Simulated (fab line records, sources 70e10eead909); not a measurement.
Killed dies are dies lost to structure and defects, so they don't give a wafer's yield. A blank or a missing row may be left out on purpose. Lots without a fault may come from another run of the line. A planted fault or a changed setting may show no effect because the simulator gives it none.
fab line records | flow nand_harc | part 2 of 2: steps 5 to 6 of 6
record lots=23 wafers=69 last_day=33
route steps=1302 shown A_STAIRCASE@701
lots that met no fault: from a run of the same line without faults
start_h: hours from the record's first day to the start of the lot's first wafer shown | wait_h: hours since the lot's step before | " the same as in the row above | L1.1+2: a row that stands for several wafers | - no value, or no start given | * or withheld: withheld | < > ~ a bound
route shown NAME@n: a module of which the file shows steps, and the number in the route of the first | usual: mean/standard deviation of fault-free wafers | same: alike in all rows | chamber/n: place in a boat | sites: the reading at each site | _std_site: their standard deviation | _edge_site: outer sites' mean less inner sites' | radius_mm: how far each site lies from the wafer's centre | mask NAME#n: copy n | behind: the tool/chamber that last shaped the wafer | hold: why the lot was held/for how many hours/how that ended | device: the transistor (n, p or np) that didn't switch | end of line: the same wafers' tests at the end of the route | a step without rows: its recipe alone | killed: dies lost to structure and defects at the first sort, not the wafer's yield | map: a wafer's dies, x killed, . not, _ none there
set.NAME: the setting as run; set.NAME@STEP: as run at that earlier step | model.NAME: the simulator's own value behind a step, which no gauge read
steps of the route over a sample of lots; a table a step, a row a wafer
services: from which hour (start_h, from the record's first day; less than 0 if before it) a tool's chamber was out of use, for how many hours, and why
## steps
# step NHARC_A_STAIRCASE_TRIM_202
# recipe time_s=211.2 o2_flow_sccm=500 ar_flow_sccm=0 bias_w=0 chemistry=O2
# usual drypump_motor_current_A=5.8/0.41 oes_product_au=1.002/0.01 rf_vpp_V=57.9/0.92 showerhead_plenum_p_Torr=3.55/0.13 throttle_valve_pct=17.036/0.0095
# columns lot.wafer tool chamber start_h wait_h drypump_motor_current_A oes_product_au rf_hours_counter_h rf_vpp_V showerhead_plenum_p_Torr throttle_valve_pct
L075.4 rie_diel-02 2 - - 5.6 0.998 44 58.2 3.27 17.054
L075.1 " 3 " " 5.7 1.006 49 56.7 3.56 17.053
L075.5 " 0 " " 6.3 0.984 - 58.4 3.35 17.028
L074.1 rie_diel-13 2 - - 5.8 1.010 5 58.7 3.42 17.025
L074.3 " 0 " " 5.9 0.999 5 56.4 3.65 17.031
L074.6 " 0 " " 5.9 0.999 - 58.8 3.65 17.026
L077.3 rie_diel-02 0 - - 6.3 1.009 55 57.1 3.35 17.024
L077.4 " 1 " " 5.1 1.024 45 59.0 3.67 17.045
L077.6 " 0 " " 6.3 0.993 - 56.5 3.35 17.035
L076.1 rie_diel-13 2 - - 5.8 0.999 14 57.3 3.41 17.045
L076.4 " 2 " " 5.8 1.009 - 55.6 3.41 17.033
L076.5 " 3 " " 5.9 1.004 - 57.3 3.56 17.052
L078.2 rie_diel-09 1 - - 5.5 1.009 23 56.9 3.57 17.044
L078.3 " 3 " " 5.0 0.999 22 56.8 3.40 17.040
L078.5 " 2 " " 6.3 0.996 - 58.5 3.67 17.034
L079.3 rie_diel-02 0 - - 6.2 1.002 5 58.3 3.35 17.028
L079.1 " 2 " " 5.7 1.005 4 60.4 3.81 17.029
L079.6 " 3 " " 5.7 0.993 - 57.8 3.56 17.045
L080.1 rie_diel-13 3 - - 6.0 1.009 32 57.9 3.55 17.034
L080.4 " 2 " " 5.8 1.014 29 56.6 3.40 17.035
L080.6 " 3 " " 5.9 0.999 - 56.8 3.55 17.020
L081.2 rie_diel-13 1 - - 6.0 0.996 16 58.1 3.62 17.044
L081.4 " 2 " " 5.8 1.004 32 57.5 3.40 17.018
L081.6 " 2 " " 5.8 1.000 - 58.5 3.40 17.024
L082.3 rie_diel-13 3 - - 6.0 1.001 41 58.3 3.54 17.051
L082.4 " 0 " " 5.9 0.987 38 56.7 3.63 17.030
L082.6 " 2 " " 5.8 1.011 - 57.4 3.40 17.037
L084.2 rie_diel-09 1 - - 5.5 1.004 45 58.6 3.56 17.045
L084.4 " 3 " " 4.9 1.000 50 57.6 3.38 17.026
L084.5 " 2 " " 6.4 1.003 - 57.3 3.65 17.035
L085.3 rie_diel-13 3 - - 5.9 1.018 48 56.2 3.54 17.036
L085.2 " 1 " " 5.9 1.012 28 56.8 3.61 17.049
L085.1 " 2 " " 5.8 1.003 44 57.4 3.40 17.033
L086.2 rie_diel-09 2 - - 6.3 1.001 51 58.4 3.65 17.036
L086.3 " 0 " " 6.2 1.007 48 58.1 3.75 17.027
L086.6 " 1 " " 5.5 1.008 - 59.6 3.56 17.038
L089.1 rie_diel-02 0 - - 6.3 1.009 32 56.0 3.33 17.030
L089.4 " 2 " " 5.6 1.021 33 58.7 3.79 17.041
L089.6 " 0 " " 6.3 1.002 - 57.9 3.33 17.032
L087.3 rie_diel-13 1 - - 5.9 1.002 42 58.2 3.60 17.040
L087.4 " 3 " " 5.9 1.012 59 57.2 3.53 17.037
L087.6 " 1 " " 6.0 1.003 - 58.5 3.60 17.032
L088.4 rie_diel-09 3 - - 5.0 1.000 1 57.6 3.37 17.037
L088.1 " 0 " " 6.2 0.985 1 59.3 3.74 17.048
L088.5 " 0 " " 6.2 0.991 - 59.6 3.74 17.049
L091.3 rie_diel-02 1 - - 5.2 0.985 33 56.2 3.65 17.035
L091.2 " 3 " " 5.7 0.984 43 57.6 3.54 17.030
L091.6 " 1 " " 5.2 0.986 - 59.1 3.65 17.045
L090.1 rie_diel-09 1 - - 5.5 1.016 7 57.6 3.55 17.063
L090.6 " 1 " " 5.5 1.018 - 57.9 3.55 17.030
L090.5 " 2 " " 6.4 1.012 - 56.1 3.64 17.044
L093.4 rie_diel-02 1 - - 5.1 0.988 37 59.5 3.64 17.044
L093.3 " 2 " " 5.6 1.004 43 59.7 3.78 17.035
L093.6 " 0 " " 6.3 1.002 - 57.9 3.33 17.029
L092.4 rie_diel-02 1 - - 5.2 0.998 45 58.1 3.64 17.037
L092.6 " 0 " " 6.3 1.013 - 57.5 3.32 17.030
L092.5 " 1 " " 5.2 1.008 - 58.5 3.64 17.020
L094.1 rie_diel-09 2 - - 6.4 1.012 18 57.8 3.64 17.025
L094.2 " 3 " " 5.0 0.992 17 58.4 3.37 17.042
L094.4 " 0 " " 6.2 0.998 16 59.6 3.73 17.038
L095.2 rie_diel-02 3 - - 5.7 0.989 56 58.0 3.53 17.043
L095.3 " 1 " " 5.2 0.986 49 57.8 3.64 17.051
L095.6 " 0 " " 6.3 1.004 - 58.1 3.32 17.043
L096.2 rie_diel-09 2 - - 6.3 1.015 30 58.9 3.63 17.041
L096.4 " 3 " " 5.0 1.000 26 57.1 3.36 17.033
L096.5 " 0 " " 6.2 0.987 - 58.6 3.73 17.023
L097.4 rie_diel-13 0 - - 5.8 1.004 23 57.8 3.60 17.042
L097.2 " 3 " " 5.9 1.040 25 58.1 3.52 17.046
L097.5 " 0 " " 5.8 1.008 - 58.3 3.60 17.021
# step NHARC_A_STAIRCASE_ETCH_253
# recipe target_depth_a=500 time_s=20.2 ion_energy_ev=400 c4f8_flow_sccm=20 o2_flow_sccm=10 ar_flow_sccm=withheld rf_w=600 bias_w=1000 chemistry=C4F8/O2
# usual oes_product_au=0.959/0.021 rf_vpp_V=897/5.4
# columns lot.wafer tool chamber start_h wait_h oes_product_au rf_hours_counter_h rf_vpp_V
L074.3 rie_diel-09 1 366.22 0.1 0.964 16 898
L074.1 " 2 " " 0.954 18 901
L074.6 " 1 " " 0.962 - 898
L075.1 rie_diel-02 2 367.14 0.1 0.951 46 886
L075.4 " 0 " " 0.956 52 890
L075.5 " 3 " " 0.951 - 898
L077.4 rie_diel-13 2 385.16 0.1 0.923 - 892
L077.3 " 3 " " 0.918 - 897
L077.6 " 3 " " 0.917 - 897
L076.4 rie_diel-02 3 388.87 0.1 0.958 57 899
L076.1 " 1 " " 0.996 48 902
L076.5 " 2 " " 0.971 - 885
L078.3 rie_diel-09 1 394.04 0.1 0.987 24 899
L078.2 " 3 " " 0.978 22 892
L078.5 " 0 " " 0.972 - 904
L079.3 rie_diel-02 1 422.03 0.1 0.953 5 902
L079.1 " 2 " " 0.971 4 905
L079.6 " 0 " " 0.978 - 889
L080.1 rie_diel-09 2 428.07 0.1 0.931 38 901
L080.4 " 3 " " 0.922 38 890
L080.6 " 0 " " 0.907 - 904
L081.2 rie_diel-09 3 441.84 0.1 0.954 40 890
L081.4 " 1 " " 0.952 39 897
L081.6 " 2 " " 0.961 - 901
L082.3 rie_diel-09 0 460.49 0.1 0.924 45 905
L082.4 " 2 " " 0.932 48 902
L082.6 " 3 " " 0.919 - 891
L084.4 rie_diel-09 1 469.01 0.1 0.978 47 896
L084.2 " 2 " " 0.967 50 900
L084.5 " 3 " " 0.971 - 889
L085.1 rie_diel-02 3 476.18 0.1 0.964 27 897
L085.2 " 0 " " 0.963 22 889
L085.3 " 2 " " 0.997 24 904
L086.3 rie_diel-09 2 477.44 0.1 0.960 52 901
L086.2 " 0 " " 0.982 49 904
L086.6 " 2 " " 0.959 - 899
L089.4 rie_diel-02 1 510.69 0.1 0.955 29 900
L089.1 " 2 " " 0.988 34 905
L089.6 " 3 " " 0.942 - 897
L087.4 rie_diel-13 0 512.56 0.1 0.939 58 899
L087.3 " 1 " " 0.955 43 898
L087.6 " 0 " " 0.942 - 900
L088.1 rie_diel-02 1 519.53 0.1 0.932 30 900
L088.4 " 2 " " 0.954 36 905
L088.5 " 0 " " 0.969 - 888
L091.3 rie_diel-13 2 533.47 0.1 0.963 2 890
L091.2 " 0 " " 0.939 2 899
L091.6 " 3 " " 0.944 - 897
L093.3 rie_diel-09 0 542.76 0.1 0.937 12 903
L093.4 " 2 " " 0.955 13 899
L093.6 " 0 " " 0.947 - 904
L090.1 rie_diel-02 0 544.50 0.1 0.970 48 888
L090.6 " 0 " " 0.964 - 887
L090.5 " 1 " " 0.958 - 899
L092.4 rie_diel-09 0 554.89 0.1 0.946 14 903
L092.5 " 0 " " 0.946 - 904
L092.6 " 1 " " 0.977 - 897
L094.2 rie_diel-09 0 569.79 0.1 0.968 17 902
L094.4 " 2 " " 0.969 19 900
L094.1 " 3 " " 0.953 18 889
L095.2 rie_diel-13 3 573.60 2.7 1.012 20 895
L095.3 " 1 " " 0.996 14 898
L095.6 " 0 " " 1.004 - 899
L096.4 rie_diel-09 0 589.78 0.1 0.976 26 901
L096.2 " 1 " " 0.967 29 897
L096.5 " 3 " " 0.984 - 890
L097.4 rie_diel-09 2 590.69 0.1 0.968 31 899
L097.2 " 0 " " 0.947 26 904
L097.5 " 2 " " 0.969 - 899
## services
# columns tool chamber start_h hours kind
rie_diel-09 1 333.54 7.2 repair
rie_diel-02 2 341.29 2.4 repair
rie_diel-13 - 342.08 9.0 pm
rie_diel-13 1 351.99 40.0 repair
rie_diel-09 0 353.94 - clean
rie_diel-09 1 353.94 - clean
rie_diel-09 2 353.94 - clean
rie_diel-09 3 353.94 - clean
rie_diel-09 3 361.40 6.2 repair
rie_diel-09 0 378.44 - clean
rie_diel-09 1 378.44 - clean
rie_diel-09 2 378.44 - clean
rie_diel-13 0 382.44 5.4 repair
rie_diel-02 - 394.00 9.0 pm
rie_diel-02 3 410.58 1.3 repair
rie_diel-02 2 417.28 3.9 repair
rie_diel-09 0 419.70 5.8 repair
rie_diel-09 1 440.37 1.2 repair
rie_diel-13 - 444.72 1.3 repair
rie_diel-09 - 497.45 9.0 pm
rie_diel-13 - 519.58 9.0 pm
rie_diel-02 3 538.62 6.4 repair
rie_diel-13 - 556.80 1.1 repair
rie_diel-02 - 571.06 9.0 pm
